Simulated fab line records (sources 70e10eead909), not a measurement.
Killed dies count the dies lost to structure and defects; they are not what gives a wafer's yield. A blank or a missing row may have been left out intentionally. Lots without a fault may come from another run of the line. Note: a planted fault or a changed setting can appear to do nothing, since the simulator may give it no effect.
Chamber matching / flow nand-harc / NHARC_A_STAIRCASE_DESCUM_186 on rie-diel-13 has 4 sister chambers
The step chemistry O2, time 3 s. 18 wafers are shown with their chamber, then 9 later ones without.

== WAFERS, EACH WITH ITS CHAMBER ==
wafer=L075.2; chamber=1; showerhead-plenum-p-Torr (Torr)=2.04; rf-vpp-V (V)=58.6; oes-product-au (a.u.)=0.996
wafer=L075.4; chamber=2; showerhead-plenum-p-Torr (Torr)=1.93; rf-vpp-V (V)=58.7; oes-product-au (a.u.)=0.993
wafer=L075.5; chamber=1; showerhead-plenum-p-Torr (Torr)=2.04; rf-vpp-V (V)=58.2; oes-product-au (a.u.)=1.002
wafer=L076.1; chamber=3; showerhead-plenum-p-Torr (Torr)=1.94; rf-vpp-V (V)=59.8; oes-product-au (a.u.)=1.012
wafer=L076.2; chamber=0; showerhead-plenum-p-Torr (Torr)=1.96; rf-vpp-V (V)=57.2; oes-product-au (a.u.)=0.996
wafer=L076.4; chamber=1; showerhead-plenum-p-Torr (Torr)=2.04; rf-vpp-V (V)=59.6; oes-product-au (a.u.)=1.005
wafer=L077.3; chamber=2; showerhead-plenum-p-Torr (Torr)=1.93; rf-vpp-V (V)=57.9; oes-product-au (a.u.)=0.991
wafer=L077.4; chamber=3; showerhead-plenum-p-Torr (Torr)=1.94; rf-vpp-V (V)=57.9; oes-product-au (a.u.)=0.992
wafer=L077.5; chamber=3; showerhead-plenum-p-Torr (Torr)=1.94; rf-vpp-V (V)=56.8; oes-product-au (a.u.)=1.017
wafer=L080.2; chamber=1; showerhead-plenum-p-Torr (Torr)=2.03; rf-vpp-V (V)=57.9; oes-product-au (a.u.)=1.012
wafer=L080.3; chamber=3; showerhead-plenum-p-Torr (Torr)=1.93; rf-vpp-V (V)=57.0; oes-product-au (a.u.)=1.012
wafer=L080.5; chamber=3; showerhead-plenum-p-Torr (Torr)=1.93; rf-vpp-V (V)=57.3; oes-product-au (a.u.)=1.012
wafer=L084.3; chamber=3; showerhead-plenum-p-Torr (Torr)=1.93; rf-vpp-V (V)=58.3; oes-product-au (a.u.)=0.996
wafer=L084.5; chamber=3; showerhead-plenum-p-Torr (Torr)=1.93; rf-vpp-V (V)=57.4; oes-product-au (a.u.)=1.014
wafer=L084.6; chamber=2; showerhead-plenum-p-Torr (Torr)=1.92; rf-vpp-V (V)=59.1; oes-product-au (a.u.)=1.001
wafer=L089.1; chamber=2; showerhead-plenum-p-Torr (Torr)=1.92; rf-vpp-V (V)=57.6; oes-product-au (a.u.)=1.013
wafer=L089.4; chamber=3; showerhead-plenum-p-Torr (Torr)=1.92; rf-vpp-V (V)=57.7; oes-product-au (a.u.)=1.023
wafer=L089.5; chamber=3; showerhead-plenum-p-Torr (Torr)=1.92; rf-vpp-V (V)=58.2; oes-product-au (a.u.)=1.001

SIGNATURES (averages over the wafers above)
reading=showerhead-plenum-p-Torr; chamber 0=1.9600; chamber 1=2.0375; chamber 2=1.9250; chamber 3=1.9311; scatter within a chamber=0.00689
reading=rf-vpp-V; chamber 0=57.200; chamber 1=58.575; chamber 2=58.325; chamber 3=57.822; scatter within a chamber=0.827
reading=oes-product-au; chamber 0=0.99600; chamber 1=1.00375; chamber 2=0.99950; chamber 3=1.00878; scatter within a chamber=0.00951
Rule: for each reading, subtract the chamber's mean from the wafer's reading, divide by that reading's scatter and square the result; add these up over the readings and take the root, which gives the wafer's distance from the chamber. The wafer belongs to the nearest chamber; if the next one is less than 2 further off, it can't be placed. The scatter: the root of (the sum of the squares of (reading less its chamber's mean) over the shown wafers, divided by (wafers less chambers)).

== WAFERS MISSING THEIR CHAMBER ==
wafer=L093.1; showerhead-plenum-p-Torr (Torr)=2.02; rf-vpp-V (V)=59.6; oes-product-au (a.u.)=0.989
wafer=L093.5; showerhead-plenum-p-Torr (Torr)=1.92; rf-vpp-V (V)=58.0; oes-product-au (a.u.)=1.014
wafer=L093.6; showerhead-plenum-p-Torr (Torr)=1.92; rf-vpp-V (V)=57.7; oes-product-au (a.u.)=1.018
wafer=L092.1; showerhead-plenum-p-Torr (Torr)=1.94; rf-vpp-V (V)=57.2; oes-product-au (a.u.)=0.996
wafer=L092.2; showerhead-plenum-p-Torr (Torr)=2.02; rf-vpp-V (V)=58.5; oes-product-au (a.u.)=0.994
wafer=L092.5; showerhead-plenum-p-Torr (Torr)=1.94; rf-vpp-V (V)=56.5; oes-product-au (a.u.)=0.993
wafer=L094.1; showerhead-plenum-p-Torr (Torr)=1.92; rf-vpp-V (V)=57.8; oes-product-au (a.u.)=1.022
wafer=L094.2; showerhead-plenum-p-Torr (Torr)=1.94; rf-vpp-V (V)=58.0; oes-product-au (a.u.)=0.994
wafer=L094.5; showerhead-plenum-p-Torr (Torr)=1.94; rf-vpp-V (V)=58.4; oes-product-au (a.u.)=0.992

== WHICH CHAMBER EACH ONE RAN IN ==
wafer=L093.1; from the rows above=1; in truth=1
wafer=L093.5; from the rows above=can't be placed: 3 or 2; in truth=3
wafer=L093.6; from the rows above=can't be placed: 3 or 2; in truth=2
wafer=L092.1; from the rows above=can't be placed: 3 or 2 or 0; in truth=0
wafer=L092.2; from the rows above=1; in truth=1
wafer=L092.5; from the rows above=can't be placed: 3 or 0 or 2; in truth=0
wafer=L094.1; from the rows above=can't be placed: 3 or 2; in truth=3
wafer=L094.2; from the rows above=can't be placed: 3 or 2 or 0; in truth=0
wafer=L094.5; from the rows above=can't be placed: 3 or 2 or 0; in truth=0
Correct placement for 2 of the 9. Cannot be placed on the basis of these rows: 7; the candidates contain the true chamber in 7. Wrongly placed: 0.
